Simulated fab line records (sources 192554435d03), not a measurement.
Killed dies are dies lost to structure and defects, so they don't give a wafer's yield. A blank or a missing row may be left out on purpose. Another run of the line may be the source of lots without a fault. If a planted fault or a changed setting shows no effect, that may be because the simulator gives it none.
Chamber matching + flow n5_finfet + 4 sister chambers for N5_BEOL_M0_SAQP_MANDREL_ETCH_20 on rie_si-01
The step etches a-Si in HBr/Cl2, stops on SiNx, target depth 60 nm, bt time 10 s, time 30 s. 8 wafers are shown with their chamber, then 12 later ones without.

## EACH WAFER AND ITS CHAMBER
| wafer  | chamber | drypump_motor_current_A (A) | throttle_valve_pct (%) |
|--------|---------|-----------------------------|------------------------|
| L082.2 | 2       | 5.5                         | 35.40                  |
| L083.6 | 2       | 5.4                         | 35.38                  |
| L085.5 | 0       | 5.0                         | 35.26                  |
| L089.4 | 3       | 6.0                         | 35.38                  |
| L089.6 | 1       | 5.6                         | 35.42                  |
| L090.1 | 1       | 5.6                         | 35.46                  |
| L090.3 | 3       | 6.0                         | 35.40                  |
| L090.4 | 0       | 5.0                         | 35.26                  |

## WAFERS MISSING THEIR CHAMBER
| wafer  | drypump_motor_current_A (A) | throttle_valve_pct (%) |
|--------|-----------------------------|------------------------|
| L094.1 | 5.0                         | 35.26                  |
| L094.2 | 5.6                         | 35.45                  |
| L094.4 | 6.0                         | 35.37                  |
| L095.2 | 5.0                         | 35.30                  |
| L095.4 | 5.6                         | 35.43                  |
| L095.6 | 5.0                         | 35.27                  |
| L097.4 | 5.5                         | 35.12                  |
| L097.5 | 5.6                         | 35.43                  |
| L097.6 | 5.0                         | 35.28                  |
| L096.2 | 5.6                         | 35.44                  |
| L096.3 | 5.5                         | 35.15                  |
| L096.5 | 5.0                         | 35.26                  |

## WHICH CHAMBER EACH WENT THROUGH
| wafer  | from the rows above     | in truth |
|--------|-------------------------|----------|
| L094.1 | 0                       | 0        |
| L094.2 | 1                       | 1        |
| L094.4 | 3                       | 3        |
| L095.2 | 0                       | 0        |
| L095.4 | 1                       | 1        |
| L095.6 | 0                       | 0        |
| L097.4 | can't be placed: 2 or 0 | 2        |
| L097.5 | 1                       | 1        |
| L097.6 | 0                       | 0        |
| L096.2 | 1                       | 1        |
| L096.3 | can't be placed: 2 or 0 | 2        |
| L096.5 | 0                       | 0        |
10 of 12 placed correctly. Can't be placed from these rows: 2 (the true chamber is among the candidates in 2). Wrongly placed: 0.
How it was worked out, from the rows above alone: a wafer's distance from a chamber is the root of the sum, over the readings, of the square of ((its reading less the chamber's mean) divided by the reading's scatter). The wafer belongs to the nearest chamber; if the next one is less than 2 further off, it can't be placed. A chamber's mean is the mean of its shown wafers. How the scatter is found: for the shown wafers, subtract from each reading the mean of its chamber, square and add these, divide the total by (wafers less chambers), then take the root.
